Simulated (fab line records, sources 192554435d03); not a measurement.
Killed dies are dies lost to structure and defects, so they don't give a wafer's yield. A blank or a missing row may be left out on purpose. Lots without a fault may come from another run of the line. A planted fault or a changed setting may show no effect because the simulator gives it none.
Which tool did it? | flow n5_finfet | 10 lots, 30 wafers sampled, at 1 step of a route of 1938

WHAT THE GAUGES READ, wafer by wafer
N5_BEOL_M4_RC_MEAS_101.
lot  | measured     | on        | DIBL_N (mV/V)
L580 | day 8 06:04  | prober-02 | 34.3 35.2 35.5
L582 | day 9 01:41  | prober-02 | 34.9 33.5 35.1
L584 | day 9 18:49  | prober-02 | 38.8 35.9 37.8
L585 | day 9 20:58  | prober-01 | 36.2 35.4 36.4
L587 | day 10 11:13 | prober-01 | 36.3 37.1 36.9
L590 | day 11 02:08 | prober-02 | 39.2 40.3 38.9
L591 | day 11 04:09 | prober-01 | 35.7 37.9 36.0
L596 | day 12 06:28 | prober-02 | 35.3 36.1 35.7
L598 | day 13 00:58 | prober-02 | 36.2 35.5 36.5
L602 | day 13 16:08 | prober-02 | 37.0 36.4 36.7

WHICH TOOL RAN EACH LOT (tool, then ch and the chambers of the sampled wafers, then the start)
The record holds no process step before these readings.

THE ANSWER, worked out from the rows above alone
Rule: what is usual is taken from the lots themselves. Put in order of their means at a reading, lots are off if they are a third of the lots or fewer, leave a main group of 4 or more, and stand apart from it by a gap of 3 or more times the standard deviation of the main group's means; of several such gaps the widest counts. A main group whose means are all the same, to the digits that the tables above print for the reading, isn't used. A lot without any number at a reading at which 4 lots or more have one is off too. The other lots that the step has rows for count as sound.
No lot is off at any reading shown: from this, nothing can be told.

WHAT THE SIMULATOR HAD PUT IN
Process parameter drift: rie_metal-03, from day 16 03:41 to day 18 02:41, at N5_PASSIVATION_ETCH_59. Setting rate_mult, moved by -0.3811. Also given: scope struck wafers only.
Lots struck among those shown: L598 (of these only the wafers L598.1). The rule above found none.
